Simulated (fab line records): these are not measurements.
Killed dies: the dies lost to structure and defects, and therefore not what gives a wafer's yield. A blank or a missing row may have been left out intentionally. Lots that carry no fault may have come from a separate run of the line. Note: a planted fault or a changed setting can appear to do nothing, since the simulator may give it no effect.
Comparing a struck lot with a sound one ; flow n5_finfet ; 15 out of 1938 route steps
Sound: these wafers, L260.1, L260.4, L260.5. Struck: wafer L265.4 (L265.1, L265.6, from the same lot, were not struck and are left out); the cause is given at the end.
Each step with rows lists, per side, the tool, then ch with its chambers, then its first start. Under that, the readings that differ: sound wafers ; struck wafers ; difference of the means ; sigmas: that difference in standard deviations of wafers without a fault.
alike: readings with means less than 2 such deviations apart, plus words and numbers identical on both sides. not compared: withheld readings, readings lacking a value on some wafer, bounds such as >300 that could conceal the same value, and numbers that have no deviation in the record and whose values overlap.
Wherever a step has rows on one side only, a row that says differs or no value, or a row with sigmas, the two part there. Numbers that have no deviation but don't overlap get no sigmas and don't part them. Lack of a reading on every wafer of one side parts them only where that side has two or more wafers.

first, 4 steps without rows for these wafers: N5_BEOL_M3_SOFTBAKE_23 (time 60 s); N5_BEOL_M3_EXPOSE_25 (exposes mask V2, defocus 5 nm); N5_BEOL_M3_PEB_26 (peb time 60 s); N5_BEOL_M3_DEVELOP_27 (develop time 30 s).
N5_BEOL_M3_CD_MEAS_28: target cd 25.7 nm, target cd y 23.3 nm.
  sound on cd_sem-01 ch 0, day 9 09:37; struck on cd_sem-03 ch 0, day 11 09:20
  alike: cd_nm
N5_BEOL_M3_OVL_MEAS_29:
  sound on overlay-01 ch 0, day 9 09:38; struck on overlay-02 ch 0, day 11 09:22
reading;sound;struck;difference;sigmas
V2_OVL (nm);0.9 1.7 0.5;-0.4;-1.4;-2
N5_BEOL_M3_INSPECT_30: inspects for defects (brightfield).
  sound on defect_inspect-01 at day 9 09:41; struck on defect_inspect-02 at day 11 09:25
  alike: raw_defect_count
N5_BEOL_M3_DESCUM_33: chemistry O2, time 7 s.
  sound on rie_diel-03 ch 0,2, day 9 09:44; struck on rie_diel-06 ch 1, day 11 09:28
reading;sound;struck;difference;sigmas
rf_vpp_V (V);242.8 243.9 242.0;245.9;+3.0;+3
showerhead_plenum_p_Torr (Torr);2.05 2.16 2.05;2.23;+0.14;+3
  alike: drypump_motor_current_A, oes_product_au, temp_c, throttle_valve_pct
  not compared: rf_hours_counter_h
N5_BEOL_M3_ETCH_77: etches underlayer in N2/H2, target depth 6.5 nm, time 5.2 s.
  sound on rie_diel-03 ch 0,2, day 9 09:46; struck on rie_diel-06 ch 1, day 11 09:29
reading;sound;struck;difference;sigmas
rf_vpp_V (V);521.0 525.0 523.0;531.0;+8.0;+4
showerhead_plenum_p_Torr (Torr);2.50 2.62 2.49;2.70;+0.16;+3
  alike: bias_w, drypump_motor_current_A, etch_rf_on_time_s, n2_flow_sccm, oes_product_au, throttle_valve_pct
  not compared: rf_hours_counter_h
N5_BEOL_M3_ETCH_69: etches SiARC in CF4, target depth 15.6 nm, time 26 s.
  sound on rie_diel-03 ch 0,2, day 9 09:47; struck on rie_diel-06 ch 1, day 11 09:31
reading;sound;struck;difference;sigmas
bias_w (W);35.82 35.98 35.91;36.15;+0.25;+2
showerhead_plenum_p_Torr (Torr);2.10 2.22 2.10;2.27;+0.13;+3
  alike: drypump_motor_current_A, etch_rf_on_time_s, mfc_ar_sccm, oes_product_au, rf_vpp_V, throttle_valve_pct
  not compared: rf_hours_counter_h
N5_BEOL_M3_ALD_98: deposits SiO2, target thk 2.5 nm, pulse time 1 s, co reactant pulse time 1 s.
  sound on ald_sin-03 ch 0,2, day 9 09:54; struck on ald_sin-03 ch 3, day 11 10:18
  alike: heater_power_w, precursor_pulse_height_rel
N5_BEOL_M3_ETCHBACK_99: etches SiO2 in CHF3, target depth 5 nm, time 10.4 s.
  sound on rie_diel-05 ch 0,3, day 9 11:37; struck on rie_diel-05 ch 1, day 11 13:23
  alike: drypump_motor_current_A, mfc_ar_sccm, oes_f_703_au, oes_product_au, rf_vpp_V, showerhead_plenum_p_Torr, throttle_valve_pct
  not compared: rf_hours_counter_h
N5_BEOL_M3_ETCH_70: etches SOC in N2/H2, target depth 80 nm, overetch 16 nm, time 120 s.
  sound on rie_diel-05 ch 0,3, day 9 11:38; struck on rie_diel-05 ch 1, day 11 13:25
reading;sound;struck;difference;sigmas
bias_w (W);150.3 149.6 149.8;119.2;-30.7;-64
rf_vpp_V (V);523.9 524.9 522.9;450.2;-73.7;-39
temp_c (C);40.12 40.05 40.08;39.80;-0.28;-2
model.SiARC_of_BEOL_M3_COAT_68.thk_nm (nm);6.6 6.4 6.6;7.8;+1.3;
  alike: drypump_motor_current_A, n2_flow_sccm, oes_product_au, showerhead_plenum_p_Torr, throttle_valve_pct
  not compared: rf_hours_counter_h
then, 1 step without rows for these wafers: N5_BEOL_M3_STRIP_71 (strips in N2/H2).
N5_BEOL_M4_RC_MEAS_101:
  sound on prober-01 ch 0, day 10 08:43; struck on prober-02 ch 0, day 12 09:50
reading;sound;struck;difference;sigmas
DIBL_P (mV/V);35.7 37.2 36.2;39.0;+2.6;+2
  alike: DIBL_N, IOFF_N, IOFF_P, ION_N, ION_P, SS_N, SS_P, VT_N, VT_P

## WHERE THEY PART
Last at N5_BEOL_M4_RC_MEAS_101 as far as this record goes, first at N5_BEOL_M3_OVL_MEAS_29.

WHY: whatever the simulator had introduced
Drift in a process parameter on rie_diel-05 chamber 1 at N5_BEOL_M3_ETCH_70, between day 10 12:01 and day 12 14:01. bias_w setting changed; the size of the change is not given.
